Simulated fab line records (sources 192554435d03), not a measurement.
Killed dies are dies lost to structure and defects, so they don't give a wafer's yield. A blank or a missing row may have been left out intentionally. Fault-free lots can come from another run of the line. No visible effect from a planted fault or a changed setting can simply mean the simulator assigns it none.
Struck lot and sound lot, side by side | flow n5-finfet | 37 out of 1938 route steps
Sound: wafers L816.1, L816.2, L816.4. Struck: wafer L808.2 (left out: L808.4, L808.5 of the same lot, which were not struck); the cause appears at the end.
At each step with rows: each side's tool, then ch and its chambers, then its first start. Under that, the readings that differ: sound wafers | struck wafers | difference of the means | sigmas: that difference in standard deviations of wafers without a fault.
alike: words and numbers the same on both sides, and readings whose means are apart by under 2 such deviations; not compared: readings that were withheld, readings missing a value for some wafer, numbers with overlapping values and no deviation given by the record, and bounds like >300 which may hide the same value.
A row with sigmas, a row that says differs or no value, or rows on one side alone: a step with any of these is where the two part. Non-overlapping numbers with no deviation appear without sigmas and do not part them. A reading that every wafer of one side lacks parts them only if that side has two wafers or more.

first, 9 steps without rows for these wafers: N5_GATE_CUT_EXPOSE_10 (exposes mask GATE CUT, target cd 20 nm); N5_GATE_CUT_PEB_11 (peb time 60 s); N5_GATE_CUT_DEVELOP_12 (develop time 30 s); N5_GATE_CUT_DESCUM_18 (chemistry O2, time 7 s); N5_GATE_CUT_ETCH_28 (etches underlayer in N2/H2, target depth 13 nm, time 10.4 s); N5_GATE_CUT_ETCH_36 (etches SiARC in CF4, target depth 13 nm, time 21.7 s); N5_GATE_CUT_ETCH_37 (etches SOC in N2/H2, target depth 60 nm, overetch 12 nm, time 90 s); N5_GATE_CUT_STRIP_38 (strips in N2/H2); N5_GATE_CUT_STRIP_39 (strips in N2/H2).
N5_GATE_CUT_HM_OPEN_40: chemistry C4F6/O2, target SiO2, target depth 139 nm, time 85.1 s.
  sound on rie-diel-04 ch 1,2,3, day 9 17:52; struck on rie-diel-05 ch 2, day 8 01:15
  alike: chamber-pressure-mTorr, drypump-motor-current-A, etch-rf-on-time-s, oes-product-au, rf-vpp-V, showerhead-plenum-p-Torr, throttle-valve-pct
  not compared: rf-hours-counter-h
then, 26 steps without rows for these wafers: N5_GATE_CUT_STRIP_41 (strips in CF4); N5_GATE_CUT_STRIP_42 (strips in O2); N5_GATE_CUT_ETCH_19 (etches SiNx in CH3F/O2, target depth 53.7 nm, time 76.7 s); N5_GATE_CUT_CUT_ETCH_53 (etches W in SF6/Cl2, target depth 79.2 nm); N5_GATE_CUT_CUT_ETCH_54 (etches TiN in Cl2/BCl3, target depth 96.7 nm); N5_GATE_CUT_CUT_ETCH_55 (etches HfO2 in BCl3, target depth 3.2 nm); N5_GATE_CUT_ETCH_47 (etches SiO2 in Cl2/BCl3, target depth 10 nm); N5_GATE_CUT_VAPOR_ETCH_48 (etches TiN in BCl3/Cl2); N5_GATE_CUT_VAPOR_ETCH_49 (etches TiAlC in BCl3/Cl2); N5_GATE_CUT_VAPOR_ETCH_51 (etches HfO2 in BCl3/Cl2); N5_GATE_CUT_STRIP_21 (strips in N2/H2, time 30 s); N5_GATE_CUT_STRIP_29 (strips in post etch residue remover, time 60 s); N5_GATE_CUT_SRD_52 (time 30 s); N5_GATE_CUT_ALD_22 (deposits SiNx, target thk 16 nm, pulse time 1 s, ald cycles 320); N5_GATE_CUT_CMP_23 (polishes, stops on SiO2, t overpolish 23.4 s, target thk 16 nm); N5_GATE_CUT_CMP_43 (polishes SiO2); N5_GATE_CUT_CMP_61 (polishes, stops on SiNx, t overpolish 3 s); N5_MOL_CONTACT_COAG_COAT_103 (time 60 s, resist thk 80 nm); N5_MOL_CONTACT_COAG_COAT_104 (time 60 s, resist thk 12 nm); N5_MOL_CONTACT_COAG_COAT_58 (time 60 s, resist thk 10 nm); N5_MOL_CONTACT_COAG_COAT_02 (resist thk 30 nm); N5_MOL_CONTACT_COAG_EBR_04; N5_MOL_CONTACT_COAG_SOFTBAKE_03 (time 60 s); N5_MOL_CONTACT_COAG_EXPOSE_05 (exposes mask CA, defocus 0 nm); N5_MOL_CONTACT_COAG_PEB_06 (peb time 60 s); N5_MOL_CONTACT_COAG_DEVELOP_07 (develop time 30 s).
-- a jump in the record: the struck wafers' starts before and after are 9 days apart (it breaks off in module MOL_CONTACT_COAG and resumes in module PASSIVATION, where the first step shown is number 1936 of the route) --
N5_PASSIVATION_PROBE_49:
  the record has rows for the struck wafers here (prober-01, day 16 13:20) and none for the sound ones

== WHERE THEY PART ==
At N5_PASSIVATION_PROBE_49 and nowhere else, as far as this record goes.

WHY: whatever the simulator had introduced
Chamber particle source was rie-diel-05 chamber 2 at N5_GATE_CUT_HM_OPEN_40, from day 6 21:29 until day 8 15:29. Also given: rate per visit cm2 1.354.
